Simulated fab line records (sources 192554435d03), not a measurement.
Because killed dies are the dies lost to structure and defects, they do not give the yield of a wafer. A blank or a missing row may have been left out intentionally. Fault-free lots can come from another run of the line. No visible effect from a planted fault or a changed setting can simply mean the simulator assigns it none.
fab line records	flow n5-finfet
record lots=24	wafers=72	last-day=20
route steps=1938 shown BEOL_M14@1729 BEOL_M15@1783
lots with no fault: from the same line, run without faults
start-h: start of the lot's first displayed wafer, in hours after the record's first day	wait-h: how many hours have passed since the lot's step before this one	" identical to the entry in the row above	L1.1+2: a single row standing in for several wafers	- either no value or no given start	* or withheld: withheld	< > ~ a bound
route shown NAME@n: NAME is a module with steps in the file, n the number in the route of the first one	usual: mean/standard deviation of fault-free wafers	same: alike in all rows	chamber/n: place in a boat	sites: readings site by site	_std_site: the standard deviation of these	_edge_site: the outer-site mean with the inner-site mean subtracted	radius-mm: for every site, how far away it sits from the centre of the wafer	mask NAME#n: copy n	behind: tool/chamber where the wafer was last shaped	hold: reason for holding the lot/hours on hold/outcome of the hold	device: whichever transistor did not switch (one of n, p or np)	end of line: the same wafers' tests at the end of the route	a step without rows: its recipe alone	killed: the dies lost at the first sort to structure and to defects; this is not the yield of the wafer	map: the dies of a wafer, with x for killed, . for not killed, _ for no die there
set.NAME: the setting that was run; set.NAME@STEP: the one run at that earlier step	model.NAME: the simulator's own value behind a step, which no gauge read
a sample of lots followed through the steps of the route, with each step as a table and each wafer as a row
services: from which hour (start-h, from the record's first day; less than 0 if before it) a tool's chamber was out of use, for how many hours, and why
## steps
# step N5_BEOL_M14_DESCUM_15
# recipe chemistry=O2	time-s=7.9	source-power-w=50	bias-power-w=20	pressure-mtorr=20	rf-frequency-hz=2.712e+07	temp-c=40	o2-flow-sccm=225
# usual bias-power-w=20.00/0.06	drypump-motor-current-A=5.8/0.46	o2-flow-sccm=224.8/0.64	oes-product-au=0.82/0.073	rf-vpp-V=243.0/1.2	showerhead-plenum-p-Torr=2.09/0.063	throttle-valve-pct=20.35/0.23
lot.wafer	tool	chamber	start-h	wait-h	bias-power-w	drypump-motor-current-A	o2-flow-sccm	oes-product-au	rf-hours-counter-h	rf-vpp-V	showerhead-plenum-p-Torr	throttle-valve-pct
L075.2	rie-diel-06	0	232.78	0.0	19.94	5.5	224.6	0.82	88	243.1	2.12	20.16
L075.5	"	2	"	"	19.97	4.6	223.9	0.80	-	242.5	2.12	20.74
L075.6	"	0	"	"	19.90	5.5	225.3	0.81	-	244.4	2.12	20.14
L074.2	rie-diel-05	1	237.53	0.0	19.91	5.8	225.0	0.68	233	240.0	1.99	20.78
L074.4	"	2	"	"	19.87	6.1	224.4	0.92	23	243.9	2.14	20.13
L074.6	"	1	"	"	19.93	5.8	224.7	0.68	-	241.9	1.99	20.77
L076.2	rie-diel-05	3	248.63	0.0	20.12	6.6	225.1	0.87	36	241.4	2.05	20.06
L076.3	"	2	"	"	19.99	6.1	225.1	0.92	27	242.1	2.13	20.14
L076.4	"	3	"	"	20.01	6.7	224.5	0.87	-	242.4	2.06	20.08
L078.1	rie-diel-01	1	252.26	0.0	20.11	6.0	224.0	0.80	104	245.0	2.11	20.22
L078.2	"	2	"	"	20.02	5.4	225.4	0.82	79	243.4	2.04	20.59
L078.6	"	0	"	"	20.01	5.8	224.4	0.91	-	242.7	2.14	20.08
L077.2	rie-diel-01	3	252.84	0.1	20.07	6.0	224.4	0.74	134	243.6	2.08	20.58
L077.4	"	0	"	"	20.11	5.8	224.4	0.89	47	243.8	2.14	20.09
L077.5	"	2	"	"	19.98	5.4	225.6	0.81	-	243.7	2.04	20.56
L079.2	rie-diel-05	2	256.07	0.2	19.98	6.1	225.1	0.91	31	244.3	2.13	20.14
L079.3	"	3	"	"	19.89	6.6	225.3	0.86	40	242.6	2.05	20.09
L079.4	"	2	"	"	20.05	6.1	225.1	0.90	-	243.0	2.13	20.14
L080.1	rie-diel-06	1	256.88	0.4	19.90	5.3	224.2	0.68	239	241.8	1.96	20.42
L080.3	"	3	"	"	20.03	5.6	224.8	0.96	6	243.6	2.06	20.24
L080.4	"	2	"	"	20.08	4.6	225.0	0.79	120	242.5	2.12	20.76
L081.3	rie-diel-01	3	261.96	0.0	20.00	6.0	225.7	0.76	138	242.2	2.08	20.58
L081.5	"	1	"	"	20.02	6.0	225.4	0.79	-	242.8	2.11	20.24
L081.6	"	2	"	"	19.98	5.4	225.3	0.81	-	240.2	2.04	20.56
L082.1	rie-diel-05	3	280.44	0.2	20.07	6.6	223.8	0.84	47	240.7	2.05	20.09
L082.3	"	1	"	"	20.03	5.8	224.2	0.66	250	242.4	1.98	20.80
L082.5	"	2	"	"	20.05	6.1	224.9	0.89	-	244.2	2.13	20.17
L083.3	rie-diel-01	1	280.93	0.4	20.01	6.0	224.8	0.79	115	242.5	2.11	20.26
L083.4	"	0	"	"	20.08	5.8	225.4	0.89	57	245.0	2.14	20.11
L083.5	"	1	"	"	19.97	6.0	224.0	0.79	-	244.4	2.11	20.26
L084.2	rie-diel-05	2	283.38	0.0	20.01	6.1	224.7	0.90	40	242.8	2.13	20.17
L084.5	"	2	"	"	19.99	6.1	225.4	0.89	-	243.4	2.13	20.15
L084.6	"	0	"	"	20.03	5.7	223.8	0.94	-	243.4	2.06	20.31
L085.1	rie-diel-05	3	288.73	0.0	19.95	6.6	224.0	0.83	50	242.5	2.05	20.10
L085.3	"	2	"	"	19.98	6.1	225.7	0.90	42	244.6	2.13	20.18
L085.6	"	2	"	"	19.98	6.1	224.5	0.88	-	244.9	2.13	20.17
L087.1	rie-diel-06	1	377.36	0.0	20.00	5.3	225.2	0.94	15	244.4	2.21	20.08
L087.2	"	2	"	"	19.97	4.6	225.8	0.76	157	243.4	2.10	20.81
L087.5	"	1	"	"	20.16	5.3	224.4	0.94	-	244.7	2.21	20.08
L086.1	rie-diel-01	2	382.61	0.0	19.96	5.4	225.0	0.79	113	242.7	2.03	20.63
L086.5	"	2	"	"	20.02	5.4	223.4	0.79	-	242.4	2.03	20.65
L086.6	"	1	"	"	19.92	6.0	225.3	0.75	-	243.3	2.10	20.31
L088.1	rie-diel-06	2	391.04	0.0	19.97	4.6	225.0	0.74	163	242.7	2.10	20.82
L088.2	"	1	"	"	19.91	5.3	225.7	0.92	21	245.6	2.21	20.09
L088.4	"	3	"	"	19.98	5.6	224.2	0.87	39	240.5	2.05	20.27
L089.3	rie-diel-01	3	391.45	0.0	19.95	6.0	224.3	0.71	180	243.1	2.06	20.65
L089.4	"	2	"	"	19.99	5.4	224.3	0.78	117	242.6	2.03	20.64
L089.6	"	2	"	"	19.99	5.4	224.7	0.78	-	242.7	2.03	20.62
L093.3	rie-diel-05	0	395.62	0.0	19.99	5.7	225.3	0.87	40	242.0	2.05	20.36
L093.4	"	1	"	"	20.05	5.8	225.1	0.90	28	244.2	2.24	20.44
L093.6	"	1	"	"	20.01	5.8	226.0	0.92	-	245.8	2.24	20.42
L096.1	rie-diel-05	0	396.37	0.0	20.06	5.7	225.2	0.86	40	243.5	2.05	20.36
L096.5	"	1	"	"	19.97	5.8	224.6	0.91	-	244.3	2.24	20.45
L096.6	"	2	"	"	19.92	6.1	225.6	0.84	-	243.1	2.12	20.21
L094.1	rie-diel-01	1	397.20	0.3	20.09	5.9	224.7	0.75	153	242.9	2.09	20.31
L094.4	"	0	"	"	19.94	5.8	225.9	0.84	95	242.4	2.13	20.16
L094.5	"	2	"	"	19.96	5.4	224.0	0.78	-	243.9	2.03	20.65
L091.3	rie-diel-05	0	398.12	0.2	20.09	5.7	225.1	0.86	41	241.0	2.05	20.39
L091.5	"	0	"	"	20.04	5.7	226.0	0.85	-	241.6	2.05	20.36
L091.6	"	1	"	"	19.97	5.8	224.5	0.90	-	244.6	2.24	20.44
L095.3	rie-diel-01	0	406.83	0.1	19.96	5.8	225.1	0.83	99	243.6	2.13	20.16
L095.5	"	1	"	"	19.93	6.0	226.0	0.75	-	242.9	2.09	20.32
L095.6	"	0	"	"	19.99	5.8	226.1	0.83	-	242.8	2.13	20.18
L090.2	rie-diel-05	3	407.37	0.2	20.03	6.6	224.5	0.80	87	242.0	2.04	20.17
L090.4	"	0	"	"	20.12	5.6	225.0	0.85	46	241.0	2.05	20.36
L090.5	"	3	"	"	20.05	6.6	223.9	0.79	-	242.5	2.04	20.15
L097.4	rie-diel-06	3	412.50	0.0	20.05	5.6	226.0	0.87	47	242.2	2.04	20.30
L097.5	"	1	"	"	19.96	5.3	225.0	0.92	-	245.4	2.21	20.10
L097.6	"	2	"	"	20.03	4.6	225.1	0.75	-	242.5	2.10	20.84
L092.1	rie-diel-05	1	418.74	0.0	20.07	5.8	224.6	0.88	38	245.2	2.23	20.44
L092.3	"	0	"	"	20.07	5.7	224.6	0.85	50	242.7	2.05	20.37
L092.5	"	2	"	"	20.12	6.1	224.1	0.84	-	243.0	2.12	20.23
# step N5_BEOL_M14_VIA_ETCH_16
# recipe chemistry=C4F8/O2/Ar	target=SiO2	he-inner-torr=15	he-outer-torr=30	target-depth-a=12313	time-s=withheld	ion-energy-ev=800	pressure-mtorr=20	source-w=1905	bias-w=2040	Ar_flow_sccm=400	C4F8_flow_sccm=16	O2_flow_sccm=12	ends=cleared
# usual C4F8_flow_sccm=16.01/0.048	drypump-motor-current-A=5.8/0.47	oes-product-au=0.74/0.066	rf-vpp-V=2227/34	showerhead-plenum-p-Torr=3.43/0.096	throttle-valve-pct=30.76/0.27
lot.wafer	tool	chamber	start-h	wait-h	C4F8_flow_sccm	drypump-motor-current-A	oes-product-au	rf-vpp-V	showerhead-plenum-p-Torr	throttle-valve-pct
L075.2	rie-diel-06	0	232.87	0.0	15.98	5.5	0.72	2223	3.48	30.56
L075.5	"	2	"	"	16.02	4.6	0.72	2270	3.44	31.02
L075.6	"	0	"	"	16.05	5.5	0.73	2221	3.48	30.58
L074.2	rie-diel-05	1	237.61	0.0	15.95	5.8	0.61	2246	3.27	31.10
L074.4	"	2	"	"	16.05	6.1	0.82	2219	3.51	30.73
L074.6	"	1	"	"	15.93	5.8	0.61	2245	3.27	31.11
L076.2	rie-diel-05	3	248.72	0.0	16.07	6.6	0.78	2265	3.36	30.45
L076.3	"	2	"	"	16.00	6.1	0.82	2218	3.51	30.73
L076.4	"	3	"	"	15.99	6.6	0.78	2267	3.36	30.47
L078.1	rie-diel-01	1	252.35	0.0	16.00	6.0	0.71	2263	3.43	30.44
L078.2	"	2	"	"	15.99	5.4	0.72	2179	3.35	30.97
L078.6	"	0	"	"	15.97	5.8	0.81	2206	3.48	30.26
L077.2	rie-diel-01	3	252.93	0.0	15.94	6.1	0.68	2242	3.45	31.19
L077.4	"	0	"	"	16.01	5.8	0.80	2206	3.48	30.26
L077.5	"	2	"	"	15.98	5.4	0.71	2178	3.34	30.97
L079.2	rie-diel-05	2	256.16	0.0	15.98	6.1	0.81	2218	3.50	30.73
L079.3	"	3	"	"	16.05	6.6	0.78	2263	3.36	30.46
L079.4	"	2	"	"	15.97	6.1	0.82	2218	3.50	30.75
L080.1	rie-diel-06	1	256.96	0.0	16.03	5.3	0.62	2173	3.25	30.84
L080.3	"	3	"	"	16.00	5.6	0.84	2174	3.36	30.60
L080.4	"	2	"	"	15.89	4.6	0.71	2268	3.44	31.04
L081.3	rie-diel-01	3	262.05	0.0	15.98	6.0	0.69	2242	3.45	31.20
L081.5	"	1	"	"	16.05	6.0	0.71	2262	3.43	30.45
L081.6	"	2	"	"	16.07	5.4	0.72	2179	3.34	31.00
L082.1	rie-diel-05	3	280.53	0.0	16.02	6.6	0.77	2264	3.36	30.46
L082.3	"	1	"	"	16.02	5.8	0.61	2245	3.26	31.13
L082.5	"	2	"	"	15.98	6.1	0.80	2219	3.50	30.76
L083.3	rie-diel-01	1	281.01	0.0	16.09	6.0	0.70	2265	3.43	30.47
L083.4	"	0	"	"	16.00	5.8	0.80	2205	3.47	30.28
L083.5	"	1	"	"	16.05	6.0	0.71	2264	3.43	30.47
L084.2	rie-diel-05	2	283.46	0.0	16.01	6.1	0.80	2220	3.50	30.77
L084.5	"	2	"	"	15.98	6.1	0.81	2219	3.50	30.76
L084.6	"	0	"	"	16.04	5.7	0.86	2189	3.39	30.94
L085.1	rie-diel-05	3	288.82	0.0	16.05	6.6	0.76	2263	3.36	30.47
L085.3	"	2	"	"	16.00	6.1	0.80	2219	3.50	30.78
L085.6	"	2	"	"	16.00	6.1	0.80	2218	3.50	30.75
L087.1	rie-diel-06	1	377.45	0.0	15.92	5.3	0.85	2209	3.64	30.68
L087.2	"	2	"	"	15.97	4.6	0.68	2267	3.42	31.07
L087.5	"	1	"	"	16.04	5.3	0.85	2208	3.64	30.66
L086.1	rie-diel-01	2	382.70	0.0	16.04	5.4	0.70	2176	3.33	31.03
L086.5	"	2	"	"	16.04	5.5	0.70	2178	3.33	31.03
L086.6	"	1	"	"	16.04	6.0	0.68	2262	3.41	30.48
L088.1	rie-diel-06	2	391.12	0.0	16.03	4.6	0.68	2266	3.42	31.10
L088.2	"	1	"	"	16.12	5.3	0.83	2208	3.63	30.64
L088.4	"	3	"	"	16.03	5.6	0.78	2172	3.34	30.62
L089.3	rie-diel-01	3	391.54	0.0	15.97	6.0	0.66	2241	3.43	31.24
L089.4	"	2	"	"	16.04	5.4	0.70	2177	3.33	31.03
L089.6	"	2	"	"	15.98	5.4	0.70	2177	3.33	31.03
L093.3	rie-diel-05	0	395.70	0.0	15.99	5.7	0.78	2187	3.38	30.93
L093.4	"	1	"	"	15.96	5.8	0.83	2281	3.64	30.89
L093.6	"	1	"	"	15.99	5.8	0.83	2282	3.64	30.87
L096.1	rie-diel-05	0	396.45	0.0	15.94	5.6	0.79	2187	3.38	30.95
L096.5	"	1	"	"	16.08	5.8	0.84	2282	3.64	30.88
L096.6	"	2	"	"	15.99	6.1	0.76	2217	3.48	30.78
L094.1	rie-diel-01	1	397.29	0.0	16.00	6.0	0.66	2261	3.41	30.46
L094.4	"	0	"	"	15.99	5.8	0.75	2203	3.45	30.32
L094.5	"	2	"	"	16.10	5.5	0.70	2178	3.32	31.02
L091.3	rie-diel-05	0	398.21	0.0	16.06	5.7	0.78	2187	3.37	30.95
L091.5	"	0	"	"	16.03	5.7	0.78	2187	3.38	30.94
L091.6	"	1	"	"	15.94	5.8	0.83	2281	3.64	30.88
L095.3	rie-diel-01	0	406.91	0.0	16.04	5.8	0.76	2202	3.45	30.32
L095.5	"	1	"	"	15.99	6.0	0.68	2262	3.41	30.50
L095.6	"	0	"	"	16.03	5.8	0.75	2202	3.45	30.32
L090.2	rie-diel-05	3	407.45	0.0	16.04	6.6	0.72	2264	3.34	30.51
L090.4	"	0	"	"	15.97	5.6	0.77	2187	3.37	30.95
L090.5	"	3	"	"	15.98	6.6	0.72	2262	3.34	30.49
L097.4	rie-diel-06	3	412.59	0.0	15.99	5.6	0.77	2170	3.34	30.63
L097.5	"	1	"	"	15.91	5.3	0.82	2208	3.63	30.67
L097.6	"	2	"	"	16.01	4.6	0.68	2266	3.41	31.10
L092.1	rie-diel-05	1	418.83	0.0	16.01	5.8	0.81	2281	3.64	30.88
L092.3	"	0	"	"	16.03	5.7	0.77	2185	3.37	30.94
L092.5	"	2	"	"	16.11	6.1	0.75	2216	3.48	30.79
# step N5_BEOL_M14_DEGAS_41
# recipe ambient=vacuum	temp-c=300	time-s=60
# usual heater-power-w=475/37
lot.wafer	tool	chamber	start-h	wait-h	heater-power-w
L075.2	pvd-sputter-01	-	234.72	0.1	461
L075.5	"	-	"	"	451
L075.6	"	-	"	"	490
L074.2	pvd-sputter-03	-	239.49	0.0	515
L074.4	"	-	"	"	515
L074.6	"	-	"	"	423
L076.2	pvd-sputter-03	-	250.91	0.0	513
L076.3	"	-	"	"	525
L076.4	"	-	"	"	435
L078.1	pvd-sputter-03	-	255.27	0.0	445
L078.2	"	-	"	"	507
L078.6	"	-	"	"	517
L077.2	pvd-sputter-01	-	255.51	0.0	466
L077.4	"	-	"	"	526
L077.5	"	-	"	"	478
L079.2	pvd-sputter-02	-	259.31	0.3	489
L079.3	"	-	"	"	442
L079.4	"	-	"	"	439
L080.1	pvd-sputter-03	-	259.70	0.3	526
L080.3	"	-	"	"	437
L080.4	"	-	"	"	526
L081.3	pvd-sputter-02	-	266.58	0.4	474
L081.5	"	-	"	"	498
L081.6	"	-	"	"	442
L082.1	pvd-sputter-02	-	283.97	0.4	439
L082.3	"	-	"	"	469
L082.5	"	-	"	"	447
L083.3	pvd-sputter-03	-	284.14	0.4	518
L083.4	"	-	"	"	510
L083.5	"	-	"	"	511
L084.2	pvd-sputter-02	-	287.70	0.5	487
L084.5	"	-	"	"	440
L084.6	"	-	"	"	479
L085.1	pvd-sputter-01	-	291.21	0.5	456
L085.3	"	-	"	"	407
L085.6	"	-	"	"	463
L087.1	pvd-sputter-03	-	381.61	0.3	515
L087.2	"	-	"	"	435
L087.5	"	-	"	"	522
L086.1	pvd-sputter-01	-	384.75	0.0	457
L086.5	"	-	"	"	457
L086.6	"	-	"	"	482
L088.1	pvd-sputter-01	-	396.34	0.4	503
L088.2	"	-	"	"	458
L088.4	"	-	"	"	405
L089.3	pvd-sputter-02	-	396.69	0.5	504
L089.4	"	-	"	"	436
L089.6	"	-	"	"	437
L093.3	pvd-sputter-01	-	400.94	0.4	447
L093.4	"	-	"	"	525
L093.6	"	-	"	"	487
L096.1	pvd-sputter-01	-	401.42	0.4	524
L096.5	"	-	"	"	466
L096.6	"	-	"	"	472
L094.1	pvd-sputter-02	-	403.42	0.4	445
L094.4	"	-	"	"	507
L094.5	"	-	"	"	445
L091.3	pvd-sputter-01	-	404.14	0.5	409
L091.5	"	-	"	"	492
L091.6	"	-	"	"	526
L095.3	pvd-sputter-03	-	422.24	0.2	433
L095.5	"	-	"	"	433
L095.6	"	-	"	"	532
L090.2	pvd-sputter-02	-	433.73	0.1	450
L090.4	"	-	"	"	438
L090.5	"	-	"	"	506
L097.4	pvd-sputter-02	-	434.09	0.3	483
L097.5	"	-	"	"	445
L097.6	"	-	"	"	454
L092.1	pvd-sputter-01	-	437.36	0.3	485
L092.3	"	-	"	"	514
L092.5	"	-	"	"	417
# step N5_BEOL_M14_SPUTTER_45
# recipe material=Cu	target-thk-a=1000	temp-c=-20	bias-v=60	power-w=26000	chamber-pressure-pa=0.13	time-s=16.67
# usual throttle-valve-pct=30.2/1.1
lot.wafer	tool	chamber	start-h	wait-h	throttle-valve-pct
L075.2	pvd-sputter-01	-	234.96	0.0	31.0
L075.5	"	-	"	"	30.8
L075.6	"	-	"	"	31.2
L074.2	pvd-sputter-03	-	239.75	0.0	31.0
L074.4	"	-	"	"	29.8
L074.6	"	-	"	"	30.3
L076.2	pvd-sputter-03	-	251.15	0.0	30.9
L076.3	"	-	"	"	29.1
L076.4	"	-	"	"	30.2
L078.1	pvd-sputter-03	-	255.51	0.0	30.1
L078.2	"	-	"	"	29.7
L078.6	"	-	"	"	30.9
L077.2	pvd-sputter-01	-	255.75	0.0	30.8
L077.4	"	-	"	"	31.6
L077.5	"	-	"	"	31.0
L079.2	pvd-sputter-02	-	259.55	0.0	28.1
L079.3	"	-	"	"	30.3
L079.4	"	-	"	"	31.5
L080.1	pvd-sputter-03	-	259.94	0.0	30.8
L080.3	"	-	"	"	30.2
L080.4	"	-	"	"	29.4
L081.3	pvd-sputter-02	-	266.82	0.0	30.5
L081.5	"	-	"	"	28.0
L081.6	"	-	"	"	31.7
L082.1	pvd-sputter-02	-	284.21	0.0	31.5
L082.3	"	-	"	"	30.6
L082.5	"	-	"	"	30.0
L083.3	pvd-sputter-03	-	284.38	0.0	29.6
L083.4	"	-	"	"	30.8
L083.5	"	-	"	"	30.8
L084.2	pvd-sputter-02	-	287.94	0.0	28.0
L084.5	"	-	"	"	29.8
L084.6	"	-	"	"	30.7
L085.1	pvd-sputter-01	-	291.45	0.0	30.5
L085.3	"	-	"	"	28.1
L085.6	"	-	"	"	30.7
L087.1	pvd-sputter-03	-	381.85	0.0	29.2
L087.2	"	-	"	"	30.3
L087.5	"	-	"	"	30.6
L086.1	pvd-sputter-01	-	384.99	0.0	30.4
L086.5	"	-	"	"	30.4
L086.6	"	-	"	"	31.0
L088.1	pvd-sputter-01	-	396.58	0.0	31.0
L088.2	"	-	"	"	30.9
L088.4	"	-	"	"	27.9
L089.3	pvd-sputter-02	-	396.93	0.0	28.1
L089.4	"	-	"	"	31.3
L089.6	"	-	"	"	31.7
L093.3	pvd-sputter-01	-	401.18	0.0	31.0
L093.4	"	-	"	"	31.5
L093.6	"	-	"	"	31.0
L096.1	pvd-sputter-01	-	401.66	0.0	31.4
L096.5	"	-	"	"	30.8
L096.6	"	-	"	"	31.4
L094.1	pvd-sputter-02	-	403.66	0.0	29.9
L094.4	"	-	"	"	27.9
L094.5	"	-	"	"	30.1
L091.3	pvd-sputter-01	-	404.38	0.0	28.2
L091.5	"	-	"	"	31.0
L091.6	"	-	"	"	31.5
L095.3	pvd-sputter-03	-	422.48	0.0	30.4
L095.5	"	-	"	"	30.3
L095.6	"	-	"	"	29.2
L090.2	pvd-sputter-02	-	433.97	0.0	30.2
L090.4	"	-	"	"	31.5
L090.5	"	-	"	"	28.0
L097.4	pvd-sputter-02	-	434.33	0.0	30.7
L097.5	"	-	"	"	31.5
L097.6	"	-	"	"	30.0
L092.1	pvd-sputter-01	-	437.60	0.0	31.3
L092.3	"	-	"	"	31.5
L092.5	"	-	"	"	28.1
# step N5_BEOL_M14_INSPECT_55
# recipe inspect-instrument=darkfield	mode=post-dep
# usual raw-defect-count=73/29
lot.wafer	tool	chamber	start-h	wait-h	raw-defect-count
L075.2	defect-inspect-01	-	236.26	0.0	147
L075.5	"	-	"	"	164
L075.6	"	-	"	"	93
L074.2	defect-inspect-02	-	240.81	0.0	39
L074.4	"	-	"	"	58
L074.6	"	-	"	"	67
L076.2	defect-inspect-01	-	252.25	0.0	87
L076.3	"	-	"	"	68
L076.4	"	-	"	"	51
L078.1	defect-inspect-01	-	256.57	0.0	53
L078.2	"	-	"	"	64
L078.6	"	-	"	"	48
L077.2	defect-inspect-02	-	256.84	0.0	53
L077.4	"	-	"	"	38
L077.5	"	-	"	"	80
L079.2	defect-inspect-02	-	260.78	0.0	66
L079.3	"	-	"	"	41
L079.4	"	-	"	"	32
L080.1	defect-inspect-02	-	261.08	0.0	64
L080.3	"	-	"	"	50
L080.4	"	-	"	"	65
L081.3	defect-inspect-02	-	267.88	0.0	66
L081.5	"	-	"	"	82
L081.6	"	-	"	"	78
L082.1	defect-inspect-02	-	285.44	0.0	68
L082.3	"	-	"	"	36
L082.5	"	-	"	"	63
L083.3	defect-inspect-01	-	285.45	0.0	66
L083.4	"	-	"	"	63
L083.5	"	-	"	"	43
L084.2	defect-inspect-02	-	289.03	0.0	76
L084.5	"	-	"	"	79
L084.6	"	-	"	"	67
L085.1	defect-inspect-02	-	292.53	0.0	173
L085.3	"	-	"	"	158
L085.6	"	-	"	"	148
L087.1	defect-inspect-02	-	382.90	0.0	61
L087.2	"	-	"	"	24
L087.5	"	-	"	"	75
L086.1	defect-inspect-02	-	386.05	0.0	59
L086.5	"	-	"	"	50
L086.6	"	-	"	"	79
L088.1	defect-inspect-01	-	397.65	0.0	73
L088.2	"	-	"	"	91
L088.4	"	-	"	"	87
L089.3	defect-inspect-02	-	398.15	0.0	55
L089.4	"	-	"	"	113
L089.6	"	-	"	"	69
L093.3	defect-inspect-01	-	402.25	0.0	107
L093.4	"	-	"	"	70
L093.6	"	-	"	"	92
L096.1	defect-inspect-02	-	402.97	0.0	83
L096.5	"	-	"	"	55
L096.6	"	-	"	"	49
L094.1	defect-inspect-02	-	404.92	0.0	88
L094.4	"	-	"	"	134
L094.5	"	-	"	"	134
L091.3	defect-inspect-02	-	405.44	0.0	108
L091.5	"	-	"	"	87
L091.6	"	-	"	"	101
L095.3	defect-inspect-01	-	423.54	0.0	51
L095.5	"	-	"	"	49
L095.6	"	-	"	"	44
L090.2	defect-inspect-01	-	435.30	0.0	61
L090.4	"	-	"	"	69
L090.5	"	-	"	"	73
L097.4	defect-inspect-01	-	435.84	0.0	75
L097.5	"	-	"	"	35
L097.6	"	-	"	"	45
L092.1	defect-inspect-02	-	438.67	0.0	101
L092.3	"	-	"	"	50
L092.5	"	-	"	"	62
# step N5_BEOL_M15_CD_MEAS_10
# recipe target-cd-nm=360	landing-energy-ev=500	detector=se-inlens	polarity=opening
# usual cd-nm=361.4/1.7
lot.wafer	tool	chamber	start-h	wait-h	cd-nm
L075.2	cd-sem-03	0	236.85	-	360.4
L075.5	"	0	"	"	360.9
L075.6	"	0	"	"	360.7
L074.2	cd-sem-03	0	241.54	-	363.0
L074.4	"	0	"	"	360.7
L074.6	"	0	"	"	357.5
L076.2	cd-sem-02	0	252.87	-	361.8
L076.3	"	0	"	"	363.4
L076.4	"	0	"	"	362.7
L078.1	cd-sem-03	0	257.27	-	363.8
L078.2	"	0	"	"	359.9
L078.6	"	0	"	"	362.6
L077.2	cd-sem-03	0	257.43	-	359.9
L077.4	"	0	"	"	363.3
L077.5	"	0	"	"	364.0
L079.2	cd-sem-02	0	261.37	-	360.5
L079.3	"	0	"	"	359.6
L079.4	"	0	"	"	363.2
L080.1	cd-sem-03	0	261.79	-	363.4
L080.3	"	0	"	"	362.1
L080.4	"	0	"	"	360.5
L081.3	cd-sem-02	0	268.60	-	360.5
L081.5	"	0	"	"	360.7
L081.6	"	0	"	"	361.3
L082.1	cd-sem-01	0	286.15	-	362.1
L082.3	"	0	"	"	359.3
L082.5	"	0	"	"	355.7
L083.3	cd-sem-03	0	286.32	-	361.8
L083.4	"	0	"	"	360.7
L083.5	"	0	"	"	359.9
L084.2	cd-sem-03	0	289.62	-	362.2
L084.5	"	0	"	"	359.9
L084.6	"	0	"	"	358.3
L085.1	cd-sem-03	0	293.25	-	359.7
L085.3	"	0	"	"	358.0
L085.6	"	0	"	"	363.9
L087.1	cd-sem-03	0	383.62	-	362.2
L087.2	"	0	"	"	362.2
L087.5	"	0	"	"	362.7
L086.1	cd-sem-03	0	386.98	-	360.3
L086.5	"	0	"	"	360.8
L086.6	"	0	"	"	361.5
L088.1	cd-sem-02	0	398.36	-	360.7
L088.2	"	0	"	"	359.7
L088.4	"	0	"	"	362.0
L089.3	cd-sem-02	0	398.97	-	362.6
L089.4	"	0	"	"	361.7
L089.6	"	0	"	"	361.8
L093.3	cd-sem-03	0	402.97	-	357.9
L093.4	"	0	"	"	358.5
L093.6	"	0	"	"	362.7
L096.1	cd-sem-03	0	403.67	-	362.7
L096.5	"	0	"	"	359.2
L096.6	"	0	"	"	363.3
L094.1	cd-sem-02	0	405.51	-	362.4
L094.4	"	0	"	"	363.8
L094.5	"	0	"	"	361.9
L091.3	cd-sem-03	0	406.14	-	362.2
L091.5	"	0	"	"	360.9
L091.6	"	0	"	"	362.2
L095.3	cd-sem-03	0	424.25	-	362.6
L095.5	"	0	"	"	359.5
L095.6	"	0	"	"	361.9
L090.2	cd-sem-01	0	435.89	-	363.3
L090.4	"	0	"	"	360.5
L090.5	"	0	"	"	364.1
L097.4	cd-sem-01	0	436.43	-	363.2
L097.5	"	0	"	"	362.6
L097.6	"	0	"	"	362.3
L092.1	cd-sem-03	0	439.38	-	364.5
L092.3	"	0	"	"	361.5
L092.5	"	0	"	"	363.8
## services
tool	chamber	start-h	hours	kind
rie-diel-06	3	219.64	-	clean
rie-diel-06	3	219.64	-	consumable-replace:focus-ring
rie-diel-06	3	219.64	19.4	scheduled-down
rie-diel-06	3	219.64	19.4	vent-cycle
rie-diel-05	0	243.82	-	clean
rie-diel-05	0	243.82	-	consumable-replace:focus-ring
rie-diel-05	0	243.82	17.7	scheduled-down
rie-diel-05	0	243.82	17.7	vent-cycle
rie-diel-05	3	276.08	2.3	repair
rie-diel-05	1	281.57	-	clean
rie-diel-05	1	281.57	-	consumable-replace:focus-ring
rie-diel-05	1	281.57	-	consumable-replace:showerhead
rie-diel-05	1	281.57	18.5	scheduled-down
rie-diel-05	1	281.57	18.5	vent-cycle
rie-diel-06	3	293.23	2.9	repair
rie-diel-06	2	303.16	1.3	repair
pvd-sputter-01	-	303.96	11.5	repair
rie-diel-01	2	315.19	3.4	repair
rie-diel-01	0	316.28	5.0	repair
rie-diel-05	2	351.67	2.7	repair
rie-diel-01	2	362.38	15.4	repair
rie-diel-06	3	370.26	15.6	repair
rie-diel-01	-	378.99	1.1	repair
pvd-sputter-02	-	408.76	24.6	repair
## key
fault none
